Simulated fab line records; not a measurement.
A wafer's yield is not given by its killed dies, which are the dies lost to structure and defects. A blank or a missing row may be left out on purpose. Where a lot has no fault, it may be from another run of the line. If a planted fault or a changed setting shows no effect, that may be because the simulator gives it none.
A lot that was struck, set against a sound lot :: flow n5-finfet :: 35 steps out of a route of 1938
Sound: wafers L843.2, L843.3, L843.6. Struck: wafer L827.6. (L827.1, L827.4 of the same lot were not struck and are left out.) The cause comes at the end.
Each step with rows lists, per side, the tool, then ch with its chambers, then its first start. Under that, the readings that differ: sound wafers :: struck wafers :: difference of the means :: sigmas: that difference in standard deviations of wafers without a fault.
alike: words and numbers the same on both sides, and readings whose means are apart by under 2 such deviations; not compared: readings that were withheld, readings missing a value for some wafer, numbers with overlapping values and no deviation given by the record, and bounds like >300 which may hide the same value.
The two part at a step that has a row with sigmas, a row that says differs or no value, or rows on one side only. Non-overlapping numbers with no deviation appear without sigmas and do not part them. A reading that every wafer of one side lacks parts them only if that side has two wafers or more.

first, 9 steps without rows for these wafers: N5_BEOL_M12_SOFTBAKE_23 (time 60 s); N5_BEOL_M12_EXPOSE_25 (exposes mask M12); N5_BEOL_M12_PEB_26 (peb time 90 s); N5_BEOL_M12_DEVELOP_27 (develop time 45 s); N5_BEOL_M12_HARDBAKE_32 (time 120 s); N5_BEOL_M12_DESCUM_33 (chemistry O2, time 7.9 s); N5_BEOL_M12_ETCH_67 (etches SiARC in CF4, target depth 143 nm, time 238.3 s); N5_BEOL_M12_ETCH_68 (etches SOC in N2/H2, time 285 s); N5_BEOL_M12_STRIP_69 (strips in N2/H2).
N5_BEOL_M12_TRENCH_ETCH_34: etches SiOC in C4F8/O2/Ar, target depth 318.95 nm, time 125.5 s.
  sound on rie-diel-02 ch 0,1,3, day 16 04:44; struck on rie-diel-01 ch 3, day 11 21:48
  alike: drypump-motor-current-A, oes-product-au, rf-vpp-V, showerhead-plenum-p-Torr, throttle-valve-pct
  not compared: rf-hours-counter-h
then, 24 steps without rows for these wafers: N5_BEOL_M12_STRIP_70 (strips in C4F8/O2/Ar); N5_BEOL_M12_STRIP_37 (strips in N2/H2); N5_BEOL_M12_ETCH_38 (etches SiCN in CF4/N2, target depth 68.7 nm, time 73.4 s); N5_BEOL_M12_PRECLEAN_39 (cleans in residue remover, time 60 s); N5_BEOL_M12_SRD_40 (time 30 s, dry time 30 s); N5_BEOL_M12_DEGAS_41 (time 60 s); N5_BEOL_M12_PRE_CLEAN_42 (time 30 s); N5_BEOL_M12_SPUTTER_43 (material TaN, target thk 15 nm, time 24.19 s); N5_BEOL_M12_SPUTTER_44 (material Ta, target thk 10 nm, time 16.13 s); N5_BEOL_M12_SPUTTER_45 (material Cu, target thk 80 nm, time 13.33 s); N5_BEOL_M12_ECD_47 (material Cu, target thk 720 nm); N5_BEOL_M12_ANNEAL_48 (time 90 s); N5_BEOL_M12_CMP_49 (polishes, stops on SiOC, t overpolish 20.6 s, target thk 320 nm); N5_BEOL_M12_PRE_CLEAN_52 (time 15 s); N5_BEOL_M12_DEP_53 (deposits SiCN from 3MS/NH3, target thk 30 nm, time 10.5 s); N5_BEOL_M13_ILD_DEP_00 (deposits SiOC from DEMS/O2, target thk 837.92 nm, time 166.4 s); N5_BEOL_M13_COAT_58 (time 60 s, resist thk 89 nm); N5_BEOL_M13_COAT_04 (resist thk 400 nm); N5_BEOL_M13_EBR_06; N5_BEOL_M13_SOFTBAKE_05 (time 60 s); N5_BEOL_M13_EXPOSE_07 (exposes mask V12); N5_BEOL_M13_PEB_08 (peb time 90 s); N5_BEOL_M13_DEVELOP_09 (develop time 45 s); N5_BEOL_M13_HARDBAKE_14 (time 120 s).
N5_PASSIVATION_PROBE_49:
  the record has rows for the struck wafers here (prober-01, day 13 20:33) and none for the sound ones

WHERE THEY PART
At N5_PASSIVATION_PROBE_49 and nowhere else, as far as this record goes.

WHY: what the simulator had put in
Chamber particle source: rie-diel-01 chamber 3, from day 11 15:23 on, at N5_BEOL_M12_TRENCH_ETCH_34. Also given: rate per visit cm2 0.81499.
